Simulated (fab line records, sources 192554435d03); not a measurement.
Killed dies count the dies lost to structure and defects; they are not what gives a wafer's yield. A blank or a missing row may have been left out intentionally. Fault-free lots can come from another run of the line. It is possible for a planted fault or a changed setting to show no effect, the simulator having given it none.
A single fault, viewed from 2 desks | flow n5Finfet | each desk has only its own numbers; what lay behind them comes last
Where a reading is given only as a bound, like >300, the bound stands for it, and a mean or a difference that rests on one is marked > or <: the true number lies beyond.

THE TOOL OWNER'S DESK: rieDiel-03
The tool's own readings at N5_BEOL_M15_STRIP_63 (strips in O2): means of the sampled wafers that have a number, for each lot that ran on this tool. Any lot whose mean is over 4 standard deviations away from the usual mean is out of limits and marked OUT; that distance is given in the brackets.
Columns: A = drypumpMotorCurrentA at N5_BEOL_M15_STRIP_63, usual 5.9 A; B = o2FlowSccm at N5_BEOL_M15_STRIP_63, usual 225.1 sccm; C = oesProductAu at N5_BEOL_M15_STRIP_63, usual 0.82 a.u.; D = rfVppV at N5_BEOL_M15_STRIP_63, usual 3.6 V; E = showerheadPlenumPTorr at N5_BEOL_M15_STRIP_63, usual 2.08 Torr; F = throttleValvePct at N5_BEOL_M15_STRIP_63, usual 16.57 %
lot  | first seen here | A   | B     | C    | D   | E    | F
L692 | day 15 02:00    | 5.7 | 225.5 | 0.73 | 3.5 | 2.03 | 16.99
L693 | day 15 18:00    | 6.0 | 225.1 | 0.79 | 3.8 | 2.05 | 16.74
This desk found nothing out of limits on any of the 2 lots.

THE DEFECT DESK
What the inspections along the route counted, lot by lot: means of the sampled wafers that have a number. Any lot whose mean is over 4 standard deviations away from the usual mean is out of limits and marked OUT; that distance is given in the brackets.
Columns: A = rawDefectCount at N5_BEOL_M15_INSPECT_30, usual 2.1
lot  | first seen here | A
L678 | day 11 09:05    | 3.0
L680 | day 11 23:49    | 1.5
L681 | day 12 10:50    | 1.3
L684 | day 13 11:06    | 3.5
L692 | day 15 03:31    | >300 (+99 or more) OUT
L693 | day 15 19:56    | >300 (+99 or more) OUT
L697 | day 16 15:23    | 2.0
L695 | day 17 08:16    | 3.5
L696 | day 17 12:28    | 1.0
L700 | day 18 09:32    | 2.3
This desk's verdict: out of limits on L692, L693, starting with L692 at day 15 03:31 (rawDefectCount at N5_BEOL_M15_INSPECT_30). L678, L680, L681, L684, L697, L695, L696, L700 stayed within limits.

TAKEN TOGETHER
The defect desk could have raised an alarm at day 15 03:31, on L692, L693.
Nothing out of limits was seen by the tool owner's desk.
On record at the tool owner's desk: L692, L693, within its limits.
On rieDiel-03, each named lot ran N5_BEOL_M15_STRIP_63.

WHAT THE SIMULATOR PUT IN
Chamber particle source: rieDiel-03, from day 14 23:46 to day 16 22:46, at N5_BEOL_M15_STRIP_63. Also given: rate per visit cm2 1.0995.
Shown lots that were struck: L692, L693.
Hours from the fault's start to each desk's first reading out of limits: the defect desk, 4.
